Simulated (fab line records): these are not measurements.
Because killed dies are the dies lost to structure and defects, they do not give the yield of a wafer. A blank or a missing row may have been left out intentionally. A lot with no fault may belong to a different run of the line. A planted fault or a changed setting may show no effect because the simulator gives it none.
Matching of chambers	flow nand harc	NHARC_A_STAIRCASE_DEP_325 on pecvd-02: 3 sister chambers
The step deposits SiO2, target thk 7200 nm. 22 wafers are shown with their chamber, then 11 later ones without.

WAFERS, EACH WITH ITS CHAMBER
wafer	chamber	heater power w (W)
L074.2	1	698
L074.3	2	728
L074.6	2	654
L075.1	0	826
L075.4	1	601
L075.5	2	644
L077.3	1	729
L077.4	1	595
L077.6	2	652
L079.1	2	663
L079.2	1	744
L079.4	2	634
L080.4	1	588
L080.5	2	656
L080.6	0	755
L082.1	1	638
L082.2	0	860
L082.4	2	636
L086.3	2	640
L086.4	2	644
L086.5	0	772
L094.4	0	786

SIGNATURES (averages over the wafers above)
reading	chamber 0	chamber 1	chamber 2	scatter within a chamber
heater power w	799.80	656.14	655.10	46.2
Rule: a wafer's distance from a chamber is the root of the sum, over the readings, of the square of ((its reading less the chamber's mean) divided by the reading's scatter). The wafer belongs to the nearest chamber; if the next one is less than 2 further off, it can't be placed. How the scatter is found: for the shown wafers, subtract from each reading the mean of its chamber, square and add these, divide the total by (wafers less chambers), then take the root.

WAFERS MISSING THEIR CHAMBER
wafer	heater power w (W)
L094.5	647
L094.6	613
L096.1	758
L096.2	898
L096.3	791
L095.1	941
L095.2	739
L095.5	618
L097.2	628
L097.3	871
L097.5	635

WHICH CHAMBER EACH WENT THROUGH
wafer	from the rows above	in truth
L094.5	can't be placed: 2 or 1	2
L094.6	can't be placed: 2 or 1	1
L096.1	can't be placed: 0 or 1 or 2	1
L096.2	0	0
L096.3	0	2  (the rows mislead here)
L095.1	0	0
L095.2	can't be placed: 0 or 1 or 2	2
L095.5	can't be placed: 2 or 1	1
L097.2	can't be placed: 2 or 1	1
L097.3	0	0
L097.5	can't be placed: 2 or 1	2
Correctly placed: 3 of 11. Not placeable from these rows: 7 (in 7, the candidates include the true chamber). Wrongly placed: 1.
